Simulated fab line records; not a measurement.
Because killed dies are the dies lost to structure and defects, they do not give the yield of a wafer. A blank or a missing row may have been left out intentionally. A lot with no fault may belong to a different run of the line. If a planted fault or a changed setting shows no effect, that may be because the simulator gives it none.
Split-lot experiment    flow n5-finfet    on a route of 1938 steps: 7 lots, 19 wafers read

== ON THE SPLIT ==
At N5_BEOL_M3_SPUTTER_81 (material Cu, target thk 4.5 nm, time 8.29 s), the setting time-s was moved away from the recipe's 8.29 s on 4 of the 19 wafers read, by -12.5% to +10.8%. This setting was run at the recipe's value on the other wafers.

The reading comes from the split's own step.

== THE READING ==
Cu_of_BEOL_M3_SPUTTER_81.thk-nm (the simulator's own value, which no gauge read), in nm, at N5_BEOL_M3_SPUTTER_81 (material Cu, target thk 4.5 nm, time 8.29 s). The file does not state a usual value for it. Across the 15 wafers here that went through the recipe, the average is 4.5 nm and the standard deviation 0.12 nm.

wafer   tool, chamber at the split  time-s as run, s  against the recipe  Cu_of_BEOL_M3_SPUTTER_81.thk-nm, nm  against lot-mates on the recipe
L078.1  pvd-sputter-03, -           8.29              recipe              4.6                                  -
L078.3  pvd-sputter-03, -           8.29              recipe              4.6                                  -
L078.5  pvd-sputter-03, -           8.29              recipe              4.6                                  -
L081.2  pvd-sputter-02, -           9.182             +10.8%              5                                    +0.4
L081.5  pvd-sputter-02, -           8.29              recipe              4.6                                  -
L088.3  pvd-sputter-02, -           8.29              recipe              4.4                                  -
L088.5  pvd-sputter-02, -           8.29              recipe              4.4                                  -
L088.6  pvd-sputter-02, -           8.29              recipe              4.4                                  -
L093.3  pvd-sputter-01, -           8.29              recipe              4.4                                  -
L093.5  pvd-sputter-01, -           8.29              recipe              4.6                                  -
L093.6  pvd-sputter-01, -           8.29              recipe              4.6                                  -
L094.1  pvd-sputter-02, -           7.951             -4.1%               4.2                                  -0.2
L094.6  pvd-sputter-02, -           7.951             -4.1%               4.2                                  -0.2
L094.2  pvd-sputter-02, -           8.29              recipe              4.4                                  -
L096.1  pvd-sputter-03, -           8.29              recipe              4.4                                  -
L096.6  pvd-sputter-03, -           7.255             -12.5%              4                                    -0.4
L097.1  pvd-sputter-02, -           8.29              recipe              4.6                                  -
L097.5  pvd-sputter-02, -           8.29              recipe              4.6                                  -
L097.2  pvd-sputter-02, -           8.29              recipe              4.8                                  -

THE FIT
A straight line over all 19 wafers: Cu_of_BEOL_M3_SPUTTER_81.thk-nm changes by +0.0468 nm for each +1% of time-s; r = +0.85; the points scatter about the line by 0.12 nm.
The same after taking each lot's own level away (the mean of its wafers on the recipe; 19 wafers): +0.0358 nm for each +1%; r = +0.93; scatter 0.06 nm.
According to that fit, moving time-s by its largest amount changes the reading by 0.45 nm.
From 4.40 to 4.67 nm: that is the span of the lots' own levels, equal to 2.2 times the standard deviation above.
Hence the slope depends on the lot-to-lot level, as the two fits are not the same.
Check: for one of the wafers moved furthest among these (-12.5%), held out of the fit, the line's prediction against its lot-mates is -0.504 nm. It came out at -0.4 nm against them.

== OTHER SPLITS APPLIED TO THESE WAFERS ==
These wafers also went through other splits before the reading. Each is held against what the fit with the lots' levels taken away leaves over:
other split on the same wafers      wafers away from the commonest value  r with Cu_of_BEOL_M3_SPUTTER_81.thk-nm (lot level and that fit taken away)
N5_BEOL_M2_TRENCH_ETCH_37 source-w  6                                     -0.24
N5_BEOL_M3_EXPOSE_25 dose-mj        6                                     +0.24
N5_BEOL_M3_DESCUM_33 time-s         8                                     -0.10

== FILE'S OWN FIT ==
Cu_of_BEOL_M3_SPUTTER_81.thk-nm changes by +0.0353 nm for each +1% of time-s, r = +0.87.
